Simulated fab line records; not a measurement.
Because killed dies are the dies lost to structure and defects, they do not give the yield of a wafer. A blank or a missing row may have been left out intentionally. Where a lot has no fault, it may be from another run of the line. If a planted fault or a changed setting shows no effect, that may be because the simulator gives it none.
Split-lot study || flow n5Finfet || 39 wafers read across 7 lots, on a route 1938 steps long

## ON THE SPLIT
At N5_DUMMY_GATE_DESCUM_20 (chemistry O2, time 6.2 s), the setting timeS was moved away from the recipe's 6.2 s on 15 of the 39 wafers read, by -46.4% to +52.2%. For the rest of the wafers, this setting stayed at what the recipe calls for.

## FROM SPLIT TO READING: 1 step shown by the file between the two
- N5_DUMMY_GATE_ETCH_29: etches underlayer in N2/H2, target depth 13 nm

## THE READING
CAR-EUV_of_DUMMY_GATE_COAT_09.thkNm (the simulator's own value, which no gauge read), in nm, at N5_DUMMY_GATE_ETCH_36 (etches SiARC in CF4, target depth 13 nm). The file gives no usual value for it. Across the 24 wafers here that went through the recipe, the average is 11.5 nm and the standard deviation 0.55 nm.

{"wafer": "L077.1", "tool, chamber at the split": "rieDiel-04, 1,2", "timeS as run, s": 3.364, "against the recipe": "-45.7%", "CAR-EUV_of_DUMMY_GATE_COAT_09.thkNm, nm": 13.2, "against lot-mates on the recipe": "+1.3"}
{"wafer": "L077.4", "tool, chamber at the split": "rieDiel-04, 0", "timeS as run, s": 3.364, "against the recipe": "-45.7%", "CAR-EUV_of_DUMMY_GATE_COAT_09.thkNm, nm": 13.2, "against lot-mates on the recipe": "+1.3"}
{"wafer": "L077.2", "tool, chamber at the split": "rieDiel-04, 3,2,1", "timeS as run, s": 6.2, "against the recipe": "recipe", "CAR-EUV_of_DUMMY_GATE_COAT_09.thkNm, nm": 12.4, "against lot-mates on the recipe": "-"}
{"wafer": "L077.3", "tool, chamber at the split": "rieDiel-04, 3,2,1", "timeS as run, s": 6.2, "against the recipe": "recipe", "CAR-EUV_of_DUMMY_GATE_COAT_09.thkNm, nm": 11.6, "against lot-mates on the recipe": "-"}
{"wafer": "L077.5", "tool, chamber at the split": "rieDiel-04, 3,2,1", "timeS as run, s": 6.2, "against the recipe": "recipe", "CAR-EUV_of_DUMMY_GATE_COAT_09.thkNm, nm": 11.8, "against lot-mates on the recipe": "-"}
{"wafer": "L077.6", "tool, chamber at the split": "rieDiel-04, 1,2", "timeS as run, s": 3.364, "against the recipe": "-45.7%", "CAR-EUV_of_DUMMY_GATE_COAT_09.thkNm, nm": 13, "against lot-mates on the recipe": "+1.1"}
{"wafer": "L080.1", "tool, chamber at the split": "rieDiel-06, 3,1,2,2,3", "timeS as run, s": 6.2, "against the recipe": "recipe", "CAR-EUV_of_DUMMY_GATE_COAT_09.thkNm, nm": 10.6, "against lot-mates on the recipe": "-"}
{"wafer": "L080.2", "tool, chamber at the split": "rieDiel-06, 3,1,2,2,3", "timeS as run, s": 6.2, "against the recipe": "recipe", "CAR-EUV_of_DUMMY_GATE_COAT_09.thkNm, nm": 10.8, "against lot-mates on the recipe": "-"}
{"wafer": "L080.4", "tool, chamber at the split": "rieDiel-06, 3,1,2,2,3", "timeS as run, s": 6.2, "against the recipe": "recipe", "CAR-EUV_of_DUMMY_GATE_COAT_09.thkNm, nm": 10.8, "against lot-mates on the recipe": "-"}
{"wafer": "L080.5", "tool, chamber at the split": "rieDiel-06, 3,1,2,2,3", "timeS as run, s": 6.2, "against the recipe": "recipe", "CAR-EUV_of_DUMMY_GATE_COAT_09.thkNm, nm": 10.8, "against lot-mates on the recipe": "-"}
{"wafer": "L080.3", "tool, chamber at the split": "rieDiel-06, 0", "timeS as run, s": 6.2, "against the recipe": "recipe", "CAR-EUV_of_DUMMY_GATE_COAT_09.thkNm, nm": 11.4, "against lot-mates on the recipe": "-"}
{"wafer": "L080.6", "tool, chamber at the split": "rieDiel-06, 3,1,2,2,3", "timeS as run, s": 6.2, "against the recipe": "recipe", "CAR-EUV_of_DUMMY_GATE_COAT_09.thkNm, nm": 11, "against lot-mates on the recipe": "-"}
{"wafer": "L086.1", "tool, chamber at the split": "rieDiel-04, 2,3", "timeS as run, s": 3.324, "against the recipe": "-46.4%", "CAR-EUV_of_DUMMY_GATE_COAT_09.thkNm, nm": 12.4, "against lot-mates on the recipe": "+1.1"}
{"wafer": "L086.2", "tool, chamber at the split": "rieDiel-04, 2,3", "timeS as run, s": 3.324, "against the recipe": "-46.4%", "CAR-EUV_of_DUMMY_GATE_COAT_09.thkNm, nm": 13.4, "against lot-mates on the recipe": "+2.1"}
{"wafer": "L086.3", "tool, chamber at the split": "rieDiel-04, 1,2", "timeS as run, s": 6.2, "against the recipe": "recipe", "CAR-EUV_of_DUMMY_GATE_COAT_09.thkNm, nm": 11.4, "against lot-mates on the recipe": "-"}
{"wafer": "L086.4", "tool, chamber at the split": "rieDiel-04, 0", "timeS as run, s": 6.2, "against the recipe": "recipe", "CAR-EUV_of_DUMMY_GATE_COAT_09.thkNm, nm": 11.4, "against lot-mates on the recipe": "-"}
{"wafer": "L086.5", "tool, chamber at the split": "rieDiel-04, 1", "timeS as run, s": 3.324, "against the recipe": "-46.4%", "CAR-EUV_of_DUMMY_GATE_COAT_09.thkNm, nm": 12.8, "against lot-mates on the recipe": "+1.5"}
{"wafer": "L086.6", "tool, chamber at the split": "rieDiel-04, 1,2", "timeS as run, s": 6.2, "against the recipe": "recipe", "CAR-EUV_of_DUMMY_GATE_COAT_09.thkNm, nm": 11, "against lot-mates on the recipe": "-"}
{"wafer": "L087.1", "tool, chamber at the split": "rieDiel-02, 1,2,3", "timeS as run, s": 6.2, "against the recipe": "recipe", "CAR-EUV_of_DUMMY_GATE_COAT_09.thkNm, nm": 11, "against lot-mates on the recipe": "-"}
{"wafer": "L087.3", "tool, chamber at the split": "rieDiel-02, 1,2,3", "timeS as run, s": 6.2, "against the recipe": "recipe", "CAR-EUV_of_DUMMY_GATE_COAT_09.thkNm, nm": 11, "against lot-mates on the recipe": "-"}
{"wafer": "L087.4", "tool, chamber at the split": "rieDiel-02, 1,2,3", "timeS as run, s": 6.2, "against the recipe": "recipe", "CAR-EUV_of_DUMMY_GATE_COAT_09.thkNm, nm": 12.2, "against lot-mates on the recipe": "-"}
{"wafer": "L089.1", "tool, chamber at the split": "rieDiel-04, 2,3,1", "timeS as run, s": 9.436, "against the recipe": "+52.2%", "CAR-EUV_of_DUMMY_GATE_COAT_09.thkNm, nm": 9.6, "against lot-mates on the recipe": -2.1}
{"wafer": "L089.2", "tool, chamber at the split": "rieDiel-04, 0,1,0", "timeS as run, s": 6.2, "against the recipe": "recipe", "CAR-EUV_of_DUMMY_GATE_COAT_09.thkNm, nm": 11.8, "against lot-mates on the recipe": "-"}
{"wafer": "L089.6", "tool, chamber at the split": "rieDiel-04, 0,1,0", "timeS as run, s": 6.2, "against the recipe": "recipe", "CAR-EUV_of_DUMMY_GATE_COAT_09.thkNm, nm": 11.8, "against lot-mates on the recipe": "-"}
{"wafer": "L089.3", "tool, chamber at the split": "rieDiel-04, 2,3,1", "timeS as run, s": 9.436, "against the recipe": "+52.2%", "CAR-EUV_of_DUMMY_GATE_COAT_09.thkNm, nm": 10.6, "against lot-mates on the recipe": -1.1}
{"wafer": "L089.4", "tool, chamber at the split": "rieDiel-04, 0,1,0", "timeS as run, s": 6.2, "against the recipe": "recipe", "CAR-EUV_of_DUMMY_GATE_COAT_09.thkNm, nm": 11.4, "against lot-mates on the recipe": "-"}
{"wafer": "L089.5", "tool, chamber at the split": "rieDiel-04, 2,3,1", "timeS as run, s": 9.436, "against the recipe": "+52.2%", "CAR-EUV_of_DUMMY_GATE_COAT_09.thkNm, nm": 9.8, "against lot-mates on the recipe": -1.9}
{"wafer": "L096.1", "tool, chamber at the split": "rieDiel-04, 0,2", "timeS as run, s": 8.882, "against the recipe": "+43.3%", "CAR-EUV_of_DUMMY_GATE_COAT_09.thkNm, nm": 10.2, "against lot-mates on the recipe": -1.1}
{"wafer": "L096.2", "tool, chamber at the split": "rieDiel-04, 1,2,1", "timeS as run, s": 6.2, "against the recipe": "recipe", "CAR-EUV_of_DUMMY_GATE_COAT_09.thkNm, nm": 11.6, "against lot-mates on the recipe": "-"}
{"wafer": "L096.3", "tool, chamber at the split": "rieDiel-04, 3", "timeS as run, s": 8.882, "against the recipe": "+43.3%", "CAR-EUV_of_DUMMY_GATE_COAT_09.thkNm, nm": 11, "against lot-mates on the recipe": -0.3}
{"wafer": "L096.4", "tool, chamber at the split": "rieDiel-04, 1,2,1", "timeS as run, s": 6.2, "against the recipe": "recipe", "CAR-EUV_of_DUMMY_GATE_COAT_09.thkNm, nm": 11, "against lot-mates on the recipe": "-"}
{"wafer": "L096.5", "tool, chamber at the split": "rieDiel-04, 1,2,1", "timeS as run, s": 6.2, "against the recipe": "recipe", "CAR-EUV_of_DUMMY_GATE_COAT_09.thkNm, nm": 11.4, "against lot-mates on the recipe": "-"}
{"wafer": "L096.6", "tool, chamber at the split": "rieDiel-04, 0,2", "timeS as run, s": 8.882, "against the recipe": "+43.3%", "CAR-EUV_of_DUMMY_GATE_COAT_09.thkNm, nm": 9.8, "against lot-mates on the recipe": -1.5}
{"wafer": "L097.1", "tool, chamber at the split": "rieDiel-04, 1,0,2", "timeS as run, s": 9.093, "against the recipe": "+46.7%", "CAR-EUV_of_DUMMY_GATE_COAT_09.thkNm, nm": 10.2, "against lot-mates on the recipe": -2.1}
{"wafer": "L097.2", "tool, chamber at the split": "rieDiel-04, 1,0,2", "timeS as run, s": 9.093, "against the recipe": "+46.7%", "CAR-EUV_of_DUMMY_GATE_COAT_09.thkNm, nm": 10.4, "against lot-mates on the recipe": -1.9}
{"wafer": "L097.3", "tool, chamber at the split": "rieDiel-04, 3,0", "timeS as run, s": 6.2, "against the recipe": "recipe", "CAR-EUV_of_DUMMY_GATE_COAT_09.thkNm, nm": 12.6, "against lot-mates on the recipe": "-"}
{"wafer": "L097.4", "tool, chamber at the split": "rieDiel-04, 1,0,2", "timeS as run, s": 9.093, "against the recipe": "+46.7%", "CAR-EUV_of_DUMMY_GATE_COAT_09.thkNm, nm": 9.8, "against lot-mates on the recipe": -2.5}
{"wafer": "L097.5", "tool, chamber at the split": "rieDiel-04, 3", "timeS as run, s": 6.2, "against the recipe": "recipe", "CAR-EUV_of_DUMMY_GATE_COAT_09.thkNm, nm": 12.4, "against lot-mates on the recipe": "-"}
{"wafer": "L097.6", "tool, chamber at the split": "rieDiel-04, 3,0", "timeS as run, s": 6.2, "against the recipe": "recipe", "CAR-EUV_of_DUMMY_GATE_COAT_09.thkNm, nm": 11.8, "against lot-mates on the recipe": "-"}
When a row names more than one chamber, that row covers several wafers, and the file does not tell which wafer ran in which chamber.

FIT RESULTS
A straight line over all 39 wafers: CAR-EUV_of_DUMMY_GATE_COAT_09.thkNm changes by -0.0301 nm for each +1% of timeS; r = -0.87; the points scatter about the line by 0.51 nm.
The same after taking each lot's own level away (the mean of its wafers on the recipe; 39 wafers): -0.0324 nm for each +1%; r = -0.92; scatter 0.41 nm.
According to that fit, moving timeS by its largest amount changes the reading by 1.7 nm.
Measured against the standard deviation above, the lots' own levels, which go from 10.90 to 12.27 nm, span 2.5 times it.
The two slopes agree, so the slope changes little with the lot-to-lot level.
Check: with one of the wafers moved furthest among these (+52.2%) left out of the fit, the line predicts -1.69 nm for it against its lot-mates. It came out at -2.07 nm against them.

## ADDITIONAL SPLITS CARRIED BY THESE WAFERS
Other splits were also applied to these wafers ahead of the reading. Each is held against what the fit with the lots' levels taken away leaves over:
{"other split on the same wafers": "N5_PMOS_HMC_CHANNEL_EPI_HM_DEP_34 targetThkA", "wafers away from the commonest value": 15, "r with CAR-EUV_of_DUMMY_GATE_COAT_09.thkNm (lot level and that fit taken away)": -0.05}

## THE WHOLE CHAIN: every reading that the file lists as answering this split, in the file's order
{"step": "N5_DUMMY_GATE_DESCUM_20", "what it does": "chemistry O2, time 6.2 s", "reading": "CAR-EUV_of_DUMMY_GATE_COAT_09.thkNm (the simulator's own value, which no gauge read)", "change (the file's fit)": "-0.0307 nm for each +1% of the setting", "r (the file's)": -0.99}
{"step": "N5_DUMMY_GATE_ETCH_36", "what it does": "etches SiARC in CF4, target depth 13 nm", "reading": "CAR-EUV_of_DUMMY_GATE_COAT_09.thkNm (the simulator's own value, which no gauge read)", "change (the file's fit)": "-0.0326 nm for each +1% of the setting", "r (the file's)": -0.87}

## FILE'S OWN FIT
CAR-EUV_of_DUMMY_GATE_COAT_09.thkNm changes by -0.0326 nm for each +1% of timeS, r = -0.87.
